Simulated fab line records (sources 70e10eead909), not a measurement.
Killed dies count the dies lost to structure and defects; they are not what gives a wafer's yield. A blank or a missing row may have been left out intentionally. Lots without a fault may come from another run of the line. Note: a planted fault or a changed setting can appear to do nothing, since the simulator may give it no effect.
Chamber matching	flow nand_harc	4 sister chambers for NHARC_A_M1_ETCH_35 on rie_diel-09
The step etches the open film in N2/H2, target depth 40 nm, overetch 12 nm, time 43.94 s. 16 wafers are shown with their chamber, then 8 later ones without.

== WAFERS WITH THEIR CHAMBER ==
wafer	chamber	showerhead_plenum_p_Torr (Torr)	drypump_motor_current_A (A)	rf_vpp_V (V)
L075.3	0	2.17	5.1	433.1
L075.4	2	1.96	5.4	428.3
L075.5	3	2.07	4.7	432.2
L079.2	0	2.17	5.1	434.8
L079.3	2	1.96	5.4	430.5
L079.6	0	2.17	5.1	433.1
L080.1	2	1.96	5.4	428.2
L080.5	3	2.07	4.7	429.8
L080.6	1	1.97	5.8	428.8
L091.1	2	1.95	5.4	428.0
L091.5	0	2.17	5.1	433.2
L091.6	3	2.07	4.7	430.2
L094.1	3	2.07	4.7	430.9
L094.3	0	2.17	5.1	433.8
L094.5	1	1.97	5.7	428.1
L096.1	0	2.17	5.1	434.7

SIGNATURES, as means of the wafers listed above
reading	chamber 0	chamber 1	chamber 2	chamber 3	scatter within a chamber
showerhead_plenum_p_Torr	2.1700	1.9700	1.9575	2.0700	0.0025
drypump_motor_current_A	5.100	5.750	5.400	4.700	0.0204
rf_vpp_V	433.783	428.450	428.750	430.775	0.951
Rule: for each reading, subtract the chamber's mean from the wafer's reading, divide by that reading's scatter and square the result; add these up over the readings and take the root, which gives the wafer's distance from the chamber. The wafer belongs to the nearest chamber; if the next one is less than 2 further off, it can't be placed. The scatter: take each reading less its chamber's mean, square it, sum over the shown wafers, divide by the number of wafers less the number of chambers, and take the root.

== WAFERS WITH NO CHAMBER GIVEN ==
wafer	showerhead_plenum_p_Torr (Torr)	drypump_motor_current_A (A)	rf_vpp_V (V)
L096.2	2.07	4.7	431.4
L096.3	1.97	5.7	428.5
L095.3	1.95	5.4	429.5
L095.5	2.07	4.7	431.2
L095.6	1.95	5.4	427.7
L097.2	2.17	5.1	434.6
L097.3	1.95	5.4	430.3
L097.5	2.17	5.1	434.7

== EACH ONE'S CHAMBER ==
wafer	from the rows above	in truth
L096.2	3	3
L096.3	1	1
L095.3	2	2
L095.5	3	3
L095.6	2	2
L097.2	0	0
L097.3	2	2
L097.5	0	0
Correct placement for 8 of the 8. Number that these rows cannot place: 0. Placed wrongly: 0.
